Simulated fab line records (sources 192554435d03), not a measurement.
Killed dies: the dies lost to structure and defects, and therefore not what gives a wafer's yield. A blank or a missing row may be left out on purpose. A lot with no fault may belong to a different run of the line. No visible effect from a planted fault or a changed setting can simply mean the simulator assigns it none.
fab line records -- flow n5-finfet
record: lots: 5, wafers: 13, last-day: 16
route steps=1938 shown BEOL_M0_SAQP@687 BEOL_M0_CUTY@701 BEOL_M0@715 BEOL_M4@1111 PASSIVATION@1936
lots untouched by any fault: they come from a run of this same line in which no faults occurred
start-h: hours from the record's opening day to when the first of the lot's shown wafers began -- wait-h: hours since the lot's step before -- " same as the row above -- L1.1+2: a row that stands for several wafers -- - no value, or no start was given -- * or withheld: withheld -- < > ~ a bound
route shown NAME@n: a module of which the file shows steps, and the number in the route of the first -- usual: the fault-free wafers' mean and standard deviation -- same: alike in all rows -- chamber/n: place in a boat -- sites: readings site by site -- _std_site: standard deviation of those values -- _edge_site: outer sites' mean less inner sites' -- radius-mm: how far each site lies from the wafer's centre -- mask NAME#n: copy n -- behind: tool/chamber where the wafer was last shaped -- hold: the reason the lot was held/the length of the hold in hours/how it ended -- device: whichever transistor did not switch (one of n, p or np) -- end of line: tests run on the same wafers once the route is complete -- where a step has no rows: the recipe by itself -- killed: dies lost to structure and defects at the first sort, not the wafer's yield -- map: a wafer's dies, x killed, . not, _ none there
set.NAME: the setting as run; set.NAME@STEP: as run at that earlier step -- model.NAME: the simulator's own value behind a step, which no gauge read
a table for each step, a row for each wafer; lots at some steps of the route
services: from which hour (start-h, from the record's first day; less than 0 if before it) a tool's chamber was out of use, for how many hours, and why
== steps ==
step: N5_BEOL_M0_SAQP_PEB_38
recipe: peb-temp-c: 100, peb-time-s: 60, resist: CAR-EUV
step: N5_BEOL_M0_SAQP_DEVELOP_39
recipe: develop-time-s: 30, developer: TMAH, resist: CAR-EUV, rinse-liquid: surfactant-rinse, dry: air-spin, dev-temp-c: 23
step: N5_BEOL_M0_SAQP_DESCUM_45
recipe: chemistry: O2, time-s: 7, source-power-w: 50, bias-power-w: 20, pressure-mtorr: 20, rf-frequency-hz: 2.712e+07, temp-c: 40, resist: CAR-EUV, o2-flow-sccm: 225
step: N5_BEOL_M0_SAQP_ETCH_88
recipe: chemistry: N2/H2, target: underlayer, target-depth-a: 65, time-s: 5.2, ion-energy-ev: 200, mask-material: CAR-EUV, pressure-mtorr: 30, source-w: 840, bias-w: 150, n2-flow-sccm: 200, h2-flow-sccm: 200, ends: cleared
step: N5_BEOL_M0_SAQP_ETCH_73
recipe: chemistry: CF4, target: SiARC, target-depth-a: 195, mask-material: CAR-EUV, time-s: 32.5, ion-energy-ev: 80, pressure-mtorr: 40, source-w: 545, bias-w: 36, Ar_flow_sccm: 100, cf4-flow-sccm: 100, ends: cleared
step: N5_BEOL_M0_SAQP_CUT_ETCH_46
recipe: chemistry: N2/H2, target: SOC, target-depth-a: 1350, overetch-a: 270, temp-c: 40, time-s: 202.5, ion-energy-ev: 200, mask-material: SiARC, pressure-mtorr: 30, source-w: 840, bias-w: 150, n2-flow-sccm: 200, h2-flow-sccm: 200
step: N5_BEOL_M0_SAQP_STRIP_74
recipe: chemistry: N2/H2, temp-c: 40, n2-flow-sccm: 200, h2-flow-sccm: 200, rf-frequency-hz: 6e+07
step: N5_BEOL_M0_SAQP_STRIP_89
recipe: chemistry: N2/H2, temp-c: 40, n2-flow-sccm: 200, h2-flow-sccm: 200, rf-frequency-hz: 6e+07
step: N5_BEOL_M0_SAQP_ALD_48
recipe: material: SiO2, target-thk-a: 200, temp-c: 100, ald-precursor-family: BDEAS, ald-co-reactant: O2-plasma, pulse-time-s: 1, co-reactant-pulse-time-s: 1, purge-time-s: 2, co-reactant-purge-time-s: 2, ald-cycles: 139, pressure-torr: 2
step: N5_BEOL_M0_SAQP_ETCH_49
recipe: chemistry: CF4/O2, target-depth-a: 370, target: SiO2, pressure-mtorr: 40, source-w: 535, bias-w: 49, Ar_flow_sccm: 100, cf4-flow-sccm: 100, O2_flow_sccm: 10, ion-energy-ev: 100
usual: drypump-motor-current-A: 5.9/0.37, oes_ar_750_au: 0.76/0.081, oes-product-au: 0.74/0.08, rf-vpp-V: 242/3.7, showerhead-plenum-p-Torr: 2.19/0.083, throttle-valve-pct: 15.95/0.2
lot.wafer,tool,chamber,start-h,wait-h,drypump-motor-current-A,oes_ar_750_au,oes-product-au,rf-hours-counter-h,rf-vpp-V,showerhead-plenum-p-Torr,throttle-valve-pct,model.etch.depth-nm,model.BEOL_M0_SAQP.feature-depth-nm,model.SOC_of_BEOL_M0_SAQP_COAT_69.thk-nm
L659.1,rie-diel-05,2,129.19,0.4,6.2,0.71,0.70,212,245,2.10,15.69,37.06,37,70.8
L659.2,rie-diel-05,3,129.19,0.4,6.2,0.71,0.70,195,247,2.28,16.07,36.39,36.4,71
L659.6,rie-diel-05,3,129.19,0.4,6.2,0.71,0.70,-,247,2.28,16.05,36.42,36.4,70.4
L660.1,rie-diel-01,0,132.98,0.3,6.2,0.72,0.72,197,242,2.10,15.92,37.19,37.2,70
L660.2,rie-diel-01,3,132.98,0.3,5.6,0.75,0.72,178,241,2.29,16.06,36.34,36.4,70.6
L660.4,rie-diel-01,3,132.98,0.3,5.6,0.74,0.71,-,240,2.29,16.05,36.16,36.2,70.6
L672.3,rie-diel-05,2,206.49,0.3,6.2,0.69,0.69,-,246,2.09,15.73,37,37,70.6
L672.5,rie-diel-05,2,206.49,0.3,6.2,0.69,0.53,-,246,2.09,15.73,23.29,23.2,78
L672.6,rie-diel-05,3,206.49,0.3,6.1,0.70,0.68,-,247,2.27,16.12,36.39,36.4,71.2
L673.1,rie-diel-05,2,214.01,0.3,6.2,0.69,0.53,240,246,2.09,15.74,23.1,23.2,78
L673.5,rie-diel-05,2,214.01,0.3,6.2,0.69,0.52,-,245,2.09,15.73,23.2,23.2,77.6
L674.1,rie-diel-05,0,218.29,0.6,6.4,0.96,0.73,3,241,2.35,15.94,23.56,23.6,77.4
L674.6,rie-diel-05,3,218.29,0.6,6.2,0.69,0.68,-,249,2.27,16.12,36.16,36.2,71
step: N5_BEOL_M0_SAQP_STRIP_75
recipe: chemistry: CF4, resist: SiARC, power-w: 300, bias-power-w: 75, pressure-mtorr: 50, cf4-flow-sccm: 150, rf-frequency-hz: 6e+07
step: N5_BEOL_M0_CUTY_COAT_50
recipe: resist: SiARC, temp-c: 220, time-s: 60, spin-rpm: 1500, resist-thk-nm: 15
step: N5_BEOL_M0_CUTY_COAT_51
recipe: resist: CAR-ArF-block, spin-rpm: 1500, resist-thk-nm: 150
step: N5_BEOL_M0_CUTY_EBR_52
recipe: solvent: PGMEA, ebr-width-mm: 1.5
step: N5_BEOL_M0_CUTY_SOFTBAKE_53
recipe: temp-c: 110, time-s: 60, resist: CAR-ArF-block
step: N5_BEOL_M0_CUTY_EXPOSE_54
recipe: mask-id: M0_ABLK, na: 1.35, source-shape: conventional, sigma-outer: 0.8, polarization: unpolarized, dose-mj: 36
step: N5_BEOL_M0_CUTY_PEB_55
recipe: peb-temp-c: 110, peb-time-s: 60, resist: CAR-ArF-block
step: N5_BEOL_M0_CUTY_DEVELOP_56
recipe: develop-time-s: 30, developer: TMAH, resist: CAR-ArF-block, rinse-liquid: diw, dry: air-spin, dev-temp-c: 23
step: N5_BEOL_M0_CUTY_DESCUM_61
recipe: chemistry: O2, time-s: 7.9, source-power-w: 50, bias-power-w: 20, pressure-mtorr: 20, rf-frequency-hz: 2.712e+07, temp-c: 40, resist: CAR-ArF-block, o2-flow-sccm: 225
step: N5_BEOL_M0_CUTY_ETCH_62
recipe: chemistry: CF4, target: SiARC, mask-material: CAR-ArF-block, time-s: 58.5, ion-energy-ev: 80, pressure-mtorr: 40, source-w: 545, bias-w: 36, Ar_flow_sccm: 100, cf4-flow-sccm: 100, ends: cleared
step: N5_BEOL_M0_CUTY_ETCH_63
recipe: chemistry: N2/H2, target: SOC, target-depth-a: 827, overetch-a: 165, mask-material: SiARC, temp-c: 40, ion-energy-ev: 200, time-s: 124, pressure-mtorr: 30, source-w: 840, bias-w: 150, n2-flow-sccm: 200, h2-flow-sccm: 200
usual: drypump-motor-current-A: 5.8/0.43, oes-product-au: 0.66/0.069, rf-vpp-V: 524.0/2.5, showerhead-plenum-p-Torr: 2.55/0.081, throttle-valve-pct: 17.74/0.2
same: time-s: 124
lot.wafer,tool,chamber,start-h,wait-h,drypump-motor-current-A,oes-product-au,rf-hours-counter-h,rf-vpp-V,showerhead-plenum-p-Torr,throttle-valve-pct,model.etch.depth-nm
L659.1,rie-diel-03,0,130.77,0.0,5.7,0.56,261,522.0,2.50,18.14,70.75
L659.2,rie-diel-03,2,130.77,0.0,4.8,0.57,255,523.5,2.49,17.98,70.97
L659.6,rie-diel-03,0,130.77,0.0,5.7,0.55,-,521.9,2.50,18.14,70.45
L660.1,rie-diel-03,3,133.59,0.0,6.1,0.71,42,524.3,2.58,17.70,70.07
L660.2,rie-diel-03,0,133.59,0.0,5.8,0.56,262,522.9,2.50,18.15,70.5
L660.4,rie-diel-03,2,133.59,0.0,4.8,0.57,-,522.3,2.49,17.98,70.59
L672.3,rie-diel-03,1,207.16,0.0,6.3,0.73,29,525.8,2.60,17.80,70.67
L672.5,rie-diel-03,2,207.16,0.0,4.8,0.81,-,523.1,2.48,17.52,78.05
L672.6,rie-diel-03,1,207.16,0.0,6.3,0.73,-,524.1,2.60,17.80,71.25
L673.1,rie-diel-04,0,214.67,0.0,5.5,0.77,37,527.5,2.68,17.37,77.91
L673.5,rie-diel-04,2,214.67,0.0,6.2,0.61,-,521.4,2.50,18.00,77.68
L674.1,rie-diel-04,0,218.95,0.0,5.5,0.76,39,529.6,2.68,17.35,77.46
L674.6,rie-diel-04,0,218.95,0.0,5.5,0.72,-,527.9,2.68,17.37,70.93
step: N5_BEOL_M0_CUTY_STRIP_64
recipe: chemistry: N2/H2, temp-c: 40, n2-flow-sccm: 200, h2-flow-sccm: 200, rf-frequency-hz: 6e+07
step: N5_BEOL_M0_ETCH_138
recipe: chemistry: CH3F/O2, target-depth-a: 120, target: SiCN, time-s: 31.6, ion-energy-ev: 120, pressure-mtorr: 30, source-w: 395, bias-w: 75, Ar_flow_sccm: 150, CH3F_flow_sccm: 30, O2_flow_sccm: 20, ends: cleared
step: N5_BEOL_M0_HM_OPEN_105
recipe: chemistry: Cl2/BCl3, target-depth-a: 120, target: TiN, ion-energy-ev: 150, pressure-mtorr: 10, icp-w: 1000, bias-w: 126, Cl2_flow_sccm: 53.25, bcl3-flow-sccm: 21.75, Ar_flow_sccm: 25
step: N5_BEOL_M0_STRIP_140
recipe: chemistry: CF4, resist: SiARC, power-w: 300, bias-power-w: 75, pressure-mtorr: 50, cf4-flow-sccm: 150, rf-frequency-hz: 6e+07
usual: bias-power-w: 74.99/0.26, drypump-motor-current-A: 5.8/0.43, oes-product-au: 0.80/0.092, rf-vpp-V: 271.3/1.6, showerhead-plenum-p-Torr: 1.80/0.057, throttle-valve-pct: 13.48/0.2
lot.wafer,tool,chamber,start-h,wait-h,bias-power-w,drypump-motor-current-A,oes-product-au,rf-hours-counter-h,rf-vpp-V,showerhead-plenum-p-Torr,throttle-valve-pct,model.SiO2_of_BEOL_M0_SAQP_ALD_48.thk-nm
L659.1,rie-diel-02,2,131.25,0.1,74.66,5.9,0.75,153,268.3,1.71,13.56,11.2
L659.2,rie-diel-02,0,131.25,0.1,75.43,5.9,0.88,35,272.9,1.83,13.31,11.6
L659.6,rie-diel-02,3,131.25,0.1,74.89,6.3,0.72,-,273.3,1.85,13.40,11.6
L660.1,rie-diel-03,3,136.10,0.6,74.74,6.1,0.86,44,272.0,1.82,13.47,11
L660.2,rie-diel-03,0,136.10,0.6,74.89,5.7,0.67,264,269.5,1.77,13.86,11.6
L660.4,rie-diel-03,3,136.10,0.6,75.15,6.1,0.86,-,271.4,1.82,13.46,11.8
L673.1,rie-diel-02,3,217.99,0.2,75.24,6.3,0.70,212,273.4,1.84,13.40,15.6
L673.5,rie-diel-02,3,217.99,0.2,75.47,6.3,0.70,-,271.6,1.84,13.45,15.4
L672.3,rie-diel-02,0,218.05,0.1,74.77,5.9,0.85,64,274.7,1.82,13.39,11
L672.5,rie-diel-02,3,218.05,0.1,74.68,6.3,0.69,-,273.2,1.84,13.45,15.2
L672.6,rie-diel-02,0,218.05,0.1,75.25,5.9,0.85,-,271.6,1.82,13.39,11.6
L674.1,rie-diel-02,0,220.73,0.3,74.67,5.9,0.84,66,272.8,1.82,13.39,15.4
L674.6,rie-diel-02,3,220.73,0.3,75.33,6.3,0.70,-,272.8,1.84,13.44,11.8
step: N5_BEOL_M0_STRIP_104
recipe: chemistry: N2/H2, power-w: 450, temp-c: 40, pressure-mtorr: 20, rf-frequency-hz: 6e+07, overash-fraction: 0.3, bias-power-w: 7, h2-frac: 0.5, n2-flow-sccm: 200, h2-flow-sccm: 200
step: N5_BEOL_M4_RC_MEAS_101
usual: DIBL_N: 36.0/1.7, DIBL_P: 35.8/2, IOFF_N: 0.15/0.03, IOFF_P: 0.20/0.037, ION_N: 670/12, ION_P: 460/7.2, SS_N: 71.5/0.68, SS_P: 73.2/0.65, VT_N: 250/3.1, VT_P: -251/3.4
lot.wafer,tool,chamber,start-h,wait-h,DIBL_N[mV/V],DIBL_P[mV/V],IOFF_N[nA/um],IOFF_P[nA/um],ION_N[uA/um],ION_P[uA/um],SS_N[mV/dec],SS_P[mV/dec],VT_N[mV],VT_P[mV]
L660.1,prober-02,0,177.42,0.0,37.9,37.1,0.17,0.22,682,463,72.1,73.1,250,-249
L660.2,prober-02,0,177.42,0.0,36.6,36.4,0.15,0.22,675,463,70.4,72.6,252,-248
L660.4,prober-02,0,177.42,0.0,32.9,31.0,0.09,0.14,638,444,71.2,71.2,258,-255
L659.1,prober-01,0,180.49,0.0,37.9,37.1,0.19,0.20,678,450,73.0,73.3,246,-250
L659.2,prober-01,0,180.49,0.0,40.2,39.1,0.22,0.24,671,450,73.8,73.8,246,-249
L659.6,prober-01,0,180.49,0.0,36.6,35.2,0.17,0.18,678,455,72.4,73.1,247,-252
L673.1,prober-01,0,265.91,0.0,35.6,35.1,0.14,0.18,663,456,71.6,72.6,254,-253
L673.5,prober-01,0,265.91,0.0,34.4,33.4,0.13,0.16,659,453,70.7,72.2,253,-255
L674.1,prober-02,0,281.94,0.0,33.0,31.7,0.11,0.16,661,464,70.7,71.9,253,-251
L674.6,prober-02,0,281.94,0.0,34.5,33.0,0.12,0.18,661,463,71.3,72.0,254,-250
L672.3,prober-01,0,281.96,0.3,34.1,33.9,0.12,0.18,660,455,71.3,72.6,256,-253
L672.5,prober-01,0,281.96,0.3,36.1,34.5,0.15,0.19,652,450,72.0,73.0,251,-251
L672.6,prober-01,0,281.96,0.3,34.4,34.4,0.14,0.19,680,468,70.8,73.3,250,-251
step: N5_PASSIVATION_PROBE_49
usual: defect-limited-yield: 91.4/1.5, killed_at_M0_to_M3: 32/9.8, killed_at_M4_up: 15/5.6, killed-at-contacts: 12/5.4, killed-at-front-end: 40/13, killed-at-other: 3.0/2.1, killed-dies: 102/17, killed-open: 67/13, killed-short: 32/7.1, sort_bin_5_function: 5.1/0.96, sort_bin_6_memory: 3.2/0.7, sort_bin_8_speed: 0.0/0.3, sort-n-pass: 1078/18, sort-yield-pct: 91.3/1.5
same: gross-dies: 1180, killed-at-back-side: 0, sort_bin_4_leakage[%]: 0
lot.wafer,tool,chamber,start-h,wait-h,defect-limited-yield[%],killed_at_M0_to_M3,killed_at_M4_up,killed-at-contacts,killed-at-front-end,killed-at-other,killed-dies,killed-open,killed-short,sort_bin_5_function[%],sort_bin_6_memory[%],sort_bin_8_speed[%],sort-n-pass,sort-yield-pct[%]
L659.1,prober-02,-,291.76,0.0,90.4,27,13,15,56,2,113,78,32,5.9,3.5,0,1067,90.4
L659.2,prober-02,-,291.81,0.1,90.3,31,8,10,65,0,114,74,40,5.8,3.7,0,1066,90.3
L659.6,prober-02,-,292.01,0.3,93.6,14,8,7,46,1,76,53,20,3.6,2.6,0,1104,93.6
L673.1,prober-02,-,369.80,0.0,90.4,38,9,22,42,2,113,74,38,5.3,4.2,0,1067,90.4
L673.5,prober-02,-,370.00,0.2,90.9,37,9,20,37,4,107,69,32,5.0,3.3,0,1073,90.9
L672.3,prober-02,-,384.48,0.1,88.9,48,14,16,47,6,131,91,38,6.4,4.4,0,1049,88.9
L672.5,prober-02,-,384.58,0.2,90.9,30,19,10,45,3,107,76,22,5.6,2.7,0,1073,90.9
L672.6,prober-02,-,384.63,0.3,90.0,40,26,16,35,1,118,84,33,6.3,3.7,0,1062,90.0
L674.1,prober-02,-,393.83,0.0,92.6,31,13,13,27,3,87,60,23,4.1,2.8,0,1093,92.6
L674.6,prober-02,-,394.08,0.3,91.9,31,14,15,32,3,95,59,30,4.2,2.9,0,1085,91.9
killed by level:class
L659.1 STI_FIN_REVEAL:geometric-particle:open=14 MOL_CONTACT_COAG:geometric-particle:open=13 FIN_SAQP:geometric-particle:open=9 BEOL_M1:geometric-particle:open=9 BEOL_M0_SAQP:geometric-particle:open=7 STARTING-WAFER:geometric-particle:open=6 DUMMY_GATE:geometric-particle:open=5 FIN_SAQP:geometric-particle:short=4
L659.2 STI_FIN_REVEAL:geometric-particle:open=22 FIN_SAQP:geometric-particle:open=13 BEOL_M0_SAQP:geometric-particle:short=12 GATE_CUT:geometric-particle:short=9 MOL_CONTACT_COAG:geometric-particle:open=8 STI_FIN_REVEAL:geometric-particle:short=6 GATE_CUT:geometric-particle:open=4 BEOL_M0_SAQP:geometric-particle:open=4
L659.6 STI_FIN_REVEAL:geometric-particle:open=17 MOL_CONTACT_COAG:geometric-particle:open=7 FIN_SAQP:geometric-particle:open=5 GATE_CUT:geometric-particle:short=5 FIN_SAQP:geometric-particle:short=4 STI_FIN_REVEAL:geometric-particle:short=4 BEOL_M1:geometric-particle:open=4 BEOL_M0_SAQP:geometric-particle:short=4
L673.1 MOL_CONTACT_COAG:geometric-particle:open=18 STI_FIN_REVEAL:geometric-particle:open=14 BEOL_M0_SAQP:geometric-particle:open=11 BEOL_M0_SAQP:geometric-particle:short=11 FIN_SAQP:geometric-particle:short=10 BEOL_M1:geometric-particle:open=6 FIN_SAQP:geometric-particle:open=5 STARTING-WAFER:geometric-particle:open=4
L673.5 MOL_CONTACT_COAG:geometric-particle:open=17 STI_FIN_REVEAL:geometric-particle:open=13 BEOL_M0_SAQP:geometric-particle:short=9 BEOL_M1:geometric-particle:open=8 BEOL_M2:geometric-particle:open=7 FIN_SAQP:geometric-particle:open=5 HKMG_FIN:area-etch=5 GATE_CUT:geometric-particle:short=4
L672.3 BEOL_M3:geometric-particle:open=15 MOL_CONTACT_COAG:geometric-particle:open=12 STI_FIN_REVEAL:geometric-particle:open=10 BEOL_M2:geometric-particle:open=9 BEOL_M4:geometric-particle:open=9 DUMMY_GATE:geometric-particle:open=8 FIN_SAQP:geometric-particle:short=6 BEOL_M0_SAQP:geometric-particle:short=6
L672.5 BEOL_M4:geometric-particle:open=14 STI_FIN_REVEAL:geometric-particle:open=13 BEOL_M3:geometric-particle:open=11 MOL_CONTACT_COAG:geometric-particle:open=10 DUMMY_GATE:geometric-particle:open=9 BEOL_M0_SAQP:geometric-particle:short=7 HKMG_FIN:area-etch=6 GATE_CUT:geometric-particle:short=4
L672.6 BEOL_M4:geometric-particle:open=19 MOL_CONTACT_COAG:geometric-particle:open=12 BEOL_M0_SAQP:geometric-particle:open=9 STI_FIN_REVEAL:geometric-particle:open=9 BEOL_M3:geometric-particle:open=8 BEOL_M0_SAQP:geometric-particle:short=7 BEOL_M1:geometric-particle:open=5 FIN_SAQP:geometric-particle:short=4
L674.1 BEOL_M2:geometric-particle:open=13 MOL_CONTACT_COAG:geometric-particle:open=8 STI_FIN_REVEAL:geometric-particle:open=6 BEOL_M1:geometric-particle:open=6 MOL_CONTACT_COAG:geometric-particle:short=5 ILD0:geometric-particle:open=4 BEOL_M5:geometric-particle:open=4 HKMG_FIN:area-etch=4
L674.6 MOL_CONTACT_COAG:geometric-particle:open=15 BEOL_M2:geometric-particle:open=9 FIN_SAQP:geometric-particle:short=7 STI_FIN_REVEAL:geometric-particle:open=5 BEOL_M0_SAQP:geometric-particle:short=5 BEOL_M2:geometric-particle:short=5 BEOL_M0_SAQP:geometric-particle:open=4 BEOL_M1:geometric-particle:open=4
== services ==
tool,chamber,start-h,hours,kind
rie-diel-02,3,117.67,8.6,repair
rie-diel-04,-,122.84,15.6,pm
rie-diel-01,3,123.80,3.1,repair
rie-diel-03,0,138.96,-,clean
rie-diel-03,0,138.96,-,consumable-replace:focus-ring
rie-diel-03,0,138.96,29.5,scheduled-down
rie-diel-03,0,138.96,29.5,vent-cycle
rie-diel-03,2,168.82,-,clean
rie-diel-03,2,168.82,-,consumable-replace:focus-ring
rie-diel-03,2,168.82,20.2,scheduled-down
rie-diel-03,2,168.82,20.2,vent-cycle
rie-diel-05,0,192.88,-,clean
rie-diel-05,0,192.88,-,consumable-replace:focus-ring
rie-diel-05,0,192.88,-,consumable-replace:showerhead
rie-diel-05,0,192.88,15.2,scheduled-down
rie-diel-05,0,192.88,15.2,vent-cycle
rie-diel-05,1,197.55,24.1,repair
rie-diel-03,-,212.07,0.1,repair
rie-diel-04,2,216.41,-,clean
rie-diel-02,1,219.16,-,clean
rie-diel-02,1,219.16,-,consumable-replace:focus-ring
rie-diel-02,1,219.16,-,consumable-replace:showerhead
rie-diel-02,1,219.16,21.4,scheduled-down
rie-diel-02,1,219.16,21.4,vent-cycle
== key ==
first-sign: step: N5_BEOL_M0_SAQP_ETCH_49, reading: oes-product-au, direction: down, sigmas: 2.1, usual: 0.74, struck: 0.58, wafers-moved: 3
effect none on later readings
model-effect: step: N5_BEOL_M0_SAQP_ETCH_49, value: etch.depth-nm, without: 36.96, struck: 23.29
model-effect: step: N5_BEOL_M0_CUTY_ETCH_63, value: etch.depth-nm, without: 70.63, struck: 77.77
model-effect: step: N5_BEOL_M0_STRIP_140, value: SiO2_of_BEOL_M0_SAQP_ALD_48.thk-nm, without: 11.3, struck: 15.4
met-at N5_BEOL_M0_SAQP_ETCH_49
struck-wafers L672.5,L673.1,L673.5,L674.1
onset-between 129.19 206.49
fault: kind: process-parameter-drift, tool: rie-diel-05, chamber: -, onset-h: 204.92, steps: N5_BEOL_M0_SAQP_ETCH_49, channel: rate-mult, offset: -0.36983, shape: step, end-h: 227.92, scope: struck-wafers-only
